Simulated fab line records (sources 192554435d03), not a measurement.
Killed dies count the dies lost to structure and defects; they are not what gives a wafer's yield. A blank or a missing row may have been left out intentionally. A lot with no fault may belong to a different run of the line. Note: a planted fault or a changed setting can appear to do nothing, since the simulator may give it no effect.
Matching of chambers / flow n5_finfet / 4 sister chambers for N5_BEOL_M13_ETCH_67 on rie_diel-06
The step etches SiARC in CF4, target depth 143 nm, time 238.3 s. 14 wafers are shown with their chamber, then 7 later ones without.

EACH WAFER AND ITS CHAMBER
wafer=L076.2; chamber=3; throttle_valve_pct (%)=16.34; showerhead_plenum_p_Torr (Torr)=2.06; drypump_motor_current_A (A)=4.9
wafer=L076.3; chamber=0; throttle_valve_pct (%)=15.49; showerhead_plenum_p_Torr (Torr)=2.21; drypump_motor_current_A (A)=5.3
wafer=L076.5; chamber=0; throttle_valve_pct (%)=15.50; showerhead_plenum_p_Torr (Torr)=2.21; drypump_motor_current_A (A)=5.4
wafer=L081.2; chamber=3; throttle_valve_pct (%)=16.35; showerhead_plenum_p_Torr (Torr)=2.05; drypump_motor_current_A (A)=4.9
wafer=L081.5; chamber=2; throttle_valve_pct (%)=15.44; showerhead_plenum_p_Torr (Torr)=2.14; drypump_motor_current_A (A)=5.0
wafer=L081.6; chamber=0; throttle_valve_pct (%)=15.51; showerhead_plenum_p_Torr (Torr)=2.21; drypump_motor_current_A (A)=5.4
wafer=L082.1; chamber=1; throttle_valve_pct (%)=15.95; showerhead_plenum_p_Torr (Torr)=2.20; drypump_motor_current_A (A)=5.9
wafer=L082.3; chamber=0; throttle_valve_pct (%)=15.52; showerhead_plenum_p_Torr (Torr)=2.21; drypump_motor_current_A (A)=5.3
wafer=L082.4; chamber=2; throttle_valve_pct (%)=15.46; showerhead_plenum_p_Torr (Torr)=2.14; drypump_motor_current_A (A)=5.0
wafer=L084.2; chamber=1; throttle_valve_pct (%)=15.97; showerhead_plenum_p_Torr (Torr)=2.20; drypump_motor_current_A (A)=5.9
wafer=L084.3; chamber=0; throttle_valve_pct (%)=15.51; showerhead_plenum_p_Torr (Torr)=2.21; drypump_motor_current_A (A)=5.3
wafer=L084.6; chamber=0; throttle_valve_pct (%)=15.54; showerhead_plenum_p_Torr (Torr)=2.21; drypump_motor_current_A (A)=5.3
wafer=L085.1; chamber=0; throttle_valve_pct (%)=15.54; showerhead_plenum_p_Torr (Torr)=2.20; drypump_motor_current_A (A)=5.4
wafer=L085.3; chamber=2; throttle_valve_pct (%)=15.48; showerhead_plenum_p_Torr (Torr)=2.13; drypump_motor_current_A (A)=5.1

SIGNATURES, as means of the wafers listed above
reading=throttle_valve_pct; chamber 0=15.5157; chamber 1=15.9600; chamber 2=15.4600; chamber 3=16.3450; scatter within a chamber=0.0179
reading=showerhead_plenum_p_Torr; chamber 0=2.2086; chamber 1=2.2000; chamber 2=2.1367; chamber 3=2.0550; scatter within a chamber=0.0045
reading=drypump_motor_current_A; chamber 0=5.343; chamber 1=5.900; chamber 2=5.033; chamber 3=4.900; scatter within a chamber=0.0488
Rule: a wafer lies at a distance from a chamber equal to the root of the sum of squares, over the readings, of (its reading less the chamber's mean, divided by the reading's scatter). The wafer belongs to the nearest chamber; if the next one is less than 2 further off, it can't be placed. The scatter: take each reading less its chamber's mean, square it, sum over the shown wafers, divide by the number of wafers less the number of chambers, and take the root.

WAFERS WITH NO CHAMBER GIVEN
wafer=L085.4; throttle_valve_pct (%)=15.89; showerhead_plenum_p_Torr (Torr)=2.31; drypump_motor_current_A (A)=4.9
wafer=L089.3; throttle_valve_pct (%)=15.50; showerhead_plenum_p_Torr (Torr)=2.13; drypump_motor_current_A (A)=5.0
wafer=L089.4; throttle_valve_pct (%)=15.91; showerhead_plenum_p_Torr (Torr)=2.30; drypump_motor_current_A (A)=4.9
wafer=L089.6; throttle_valve_pct (%)=15.89; showerhead_plenum_p_Torr (Torr)=2.30; drypump_motor_current_A (A)=4.9
wafer=L092.1; throttle_valve_pct (%)=15.56; showerhead_plenum_p_Torr (Torr)=2.20; drypump_motor_current_A (A)=5.3
wafer=L092.4; throttle_valve_pct (%)=15.50; showerhead_plenum_p_Torr (Torr)=2.13; drypump_motor_current_A (A)=5.1
wafer=L092.6; throttle_valve_pct (%)=15.90; showerhead_plenum_p_Torr (Torr)=2.30; drypump_motor_current_A (A)=4.9

WHICH CHAMBER EACH ONE RAN IN
wafer=L085.4; from the rows above=can't be placed: 0 or 1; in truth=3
wafer=L089.3; from the rows above=2; in truth=2
wafer=L089.4; from the rows above=can't be placed: 1 or 0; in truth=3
wafer=L089.6; from the rows above=can't be placed: 1 or 0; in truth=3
wafer=L092.1; from the rows above=0; in truth=0
wafer=L092.4; from the rows above=2; in truth=2
wafer=L092.6; from the rows above=can't be placed: 1 or 0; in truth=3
Correct placement for 3 of the 7. These rows do not allow placing 4 (true chamber among the candidates in 0). Number placed wrongly: 0.
